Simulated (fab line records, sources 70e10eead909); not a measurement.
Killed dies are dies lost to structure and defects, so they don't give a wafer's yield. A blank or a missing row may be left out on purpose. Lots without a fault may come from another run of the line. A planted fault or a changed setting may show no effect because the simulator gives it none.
One fault seen from 2 desks | flow nand_harc | each desk has only its own numbers; what lay behind them comes last

THE TOOL OWNER'S DESK: grinder-01
The tool's own readings at NHARC_THIN_TSV_GRIND_00: means of the sampled wafers that have a number, for each lot that ran on this tool. A lot is out of limits, marked OUT, if its mean lies more than 4 standard deviations from the usual mean; the brackets give that distance.
Columns: A = motor_current_A at NHARC_THIN_TSV_GRIND_00, usual 12.001 A
lot  | first seen here | A
L757 | day 24 12:07    | 12.013
L760 | day 24 13:20    | 11.992
L761 | day 25 15:10    | 11.980
L763 | day 26 01:22    | 11.984
L764 | day 26 20:40    | 12.012
L765 | day 27 02:58    | 11.973
L767 | day 27 08:34    | 11.996
L766 | day 27 09:10    | 12.009
L769 | day 27 15:18    | 12.016
L770 | day 29 04:23    | 11.988
L772 | day 29 09:14    | 11.988
L771 | day 29 10:26    | 11.998
L775 | day 31 05:41    | 12.010
L774 | day 31 08:07    | 11.983
This desk's finding: nothing out of limits on any of the 14 lots.

THE METROLOGY DESK
What the gauges read, lot by lot, whatever tool the lot ran on: means of the sampled wafers that have a number. A lot is out of limits, marked OUT, if its mean lies more than 4 standard deviations from the usual mean; the brackets give that distance.
Columns: A = overlay_x_nm at NHARC_HYBRID_BOND_OVL_MEAS_05, usual -2 nm; B = overlay_y_nm at NHARC_HYBRID_BOND_OVL_MEAS_05, usual 0 nm; C = thk_nm at NHARC_THIN_TSV_THK_MEAS_02, usual 2991 nm
lot  | first seen here | A   | B   | C
L757 | day 24 11:43    | -8  | 52  | 3315
L760 | day 24 11:43    | 11  | -15 | 2797
L761 | day 25 14:46    | -22 | 2   | 3018
L763 | day 26 01:10    | 19  | 26  | 2798
L764 | day 26 20:16    | 18  | -8  | 3000
L765 | day 27 02:34    | -14 | -9  | 3097
L766 | day 27 07:45    | -37 | -0  | 2605
L767 | day 27 07:45    | -34 | 25  | 3499
L769 | day 27 14:54    | -3  | 15  | 3196
L770 | day 29 03:59    | -11 | -7  | 2912
L771 | day 29 09:02    | 19  | 28  | 2770
L772 | day 29 09:02    | -23 | -14 | 3092
L775 | day 31 04:29    | -34 | -85 | 1 (-12) OUT
L774 | day 31 04:30    | -11 | 15  | 1 (-12) OUT
This desk's finding: out of limits on L774, L775; first on L775, day 31 06:11 (thk_nm at NHARC_THIN_TSV_THK_MEAS_02). In limits: L757, L760, L761, L763, L764, L765, L766, L767, L769, L770, L771, L772.

PUT TOGETHER
The metrology desk could have raised an alarm at day 31 06:11, on L774, L775.
The tool owner's desk saw nothing out of limits.
The tool owner's desk has L774, L775 on record, within its limits.
Of the lots named, all ran NHARC_THIN_TSV_GRIND_00 on grinder-01.

WHAT THE SIMULATOR HAD PUT IN
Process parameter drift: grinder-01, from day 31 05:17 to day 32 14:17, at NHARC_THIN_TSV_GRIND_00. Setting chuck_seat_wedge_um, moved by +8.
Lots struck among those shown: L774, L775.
Hours from the fault's start to each desk's first reading out of limits: the metrology desk, 1.
